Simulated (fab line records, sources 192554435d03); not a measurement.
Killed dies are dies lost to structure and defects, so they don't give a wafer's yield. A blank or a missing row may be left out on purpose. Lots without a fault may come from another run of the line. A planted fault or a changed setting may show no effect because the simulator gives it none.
Which tool did it? | flow n5_finfet | 10 lots, 29 wafers sampled, at 3 steps of a route of 1938

WHAT THE GAUGES READ, wafer by wafer
N5_BEOL_M4_RC_MEAS_101.
lot  | measured     | on        | DIBL_N (mV/V)
L295 | day 8 14:06  | prober-01 | 38.8 37.1 38.4
L296 | day 9 01:14  | prober-01 | 39.2 38.1 39.9
L298 | day 9 13:08  | prober-02 | 39.4 35.0 35.1
L299 | day 9 18:03  | prober-02 | 34.4 35.4 35.9
L301 | day 9 19:36  | prober-01 | 34.2 36.8 38.3
L303 | day 10 16:29 | prober-02 | 34.7 39.6 35.5
L304 | day 10 13:31 | prober-01 | 42.0 39.3 40.1
L310 | day 13 17:26 | prober-01 | 39.4 39.5
L314 | day 14 21:18 | prober-02 | 35.5 41.6 38.1
L311 | day 14 04:46 | prober-01 | 36.4 36.9 39.9

WHICH TOOL RAN EACH LOT (tool, then ch and the chambers of the sampled wafers, then the start)
lot  | N5_SPACER0_ALD_08                | N5_BEOL_M4_PRE_CLEAN_60
L295 | ald_sin-01 ch 0,1, day 3 12:32   | cvd_co-02 ch 0,1,2, day 8 13:40
L296 | ald_sin-03 ch 0,1,2, day 3 20:04 | cvd_co-01 ch 1,2, day 9 00:58
L298 | ald_sin-03 ch 1,2,3, day 4 06:52 | cvd_co-01 ch 0,2, day 9 12:32
L299 | ald_sin-03 ch 1,3, day 4 11:40   | cvd_co-02 ch 0,1,2, day 9 17:28
L301 | ald_sin-03 ch 0,2, day 5 00:31   | cvd_co-01 ch 0,2, day 9 19:19
L303 | ald_sin-02 ch 2,3, day 5 13:15   | cvd_co-02 ch 0,1,2, day 10 16:04
L304 | ald_sin-02 ch 0,1,3, day 5 19:40 | cvd_co-02 ch 0,1,2, day 10 12:46
L310 | ald_sin-03 ch 0,2, day 8 09:34   | cvd_co-02 ch 0, day 13 17:00
L314 | ald_sin-03 ch 0,2,3, day 8 19:28 | cvd_co-01 ch 1,2, day 14 20:52
L311 | ald_sin-03 ch 0,1,2, day 8 20:01 | cvd_co-02 ch 0,1,2, day 14 04:02
- N5_SPACER0_ALD_08: deposits SiNx, target thk 2 nm.
- N5_BEOL_M4_PRE_CLEAN_60: time 15 s.

THE ANSWER, worked out from the rows above alone
Rule: what is usual is taken from the lots themselves. Put in order of their means at a reading, lots are off if they are a third of the lots or fewer, leave a main group of 4 or more, and stand apart from it by a gap of 3 or more times the standard deviation of the main group's means; of several such gaps the widest counts. A main group whose means are all the same, to the digits that the tables above print for the reading, isn't used. A lot without any number at a reading at which 4 lots or more have one is off too. The other lots that the step has rows for count as sound.
No lot is off at any reading shown: from this, nothing can be told.

WHAT THE SIMULATOR HAD PUT IN
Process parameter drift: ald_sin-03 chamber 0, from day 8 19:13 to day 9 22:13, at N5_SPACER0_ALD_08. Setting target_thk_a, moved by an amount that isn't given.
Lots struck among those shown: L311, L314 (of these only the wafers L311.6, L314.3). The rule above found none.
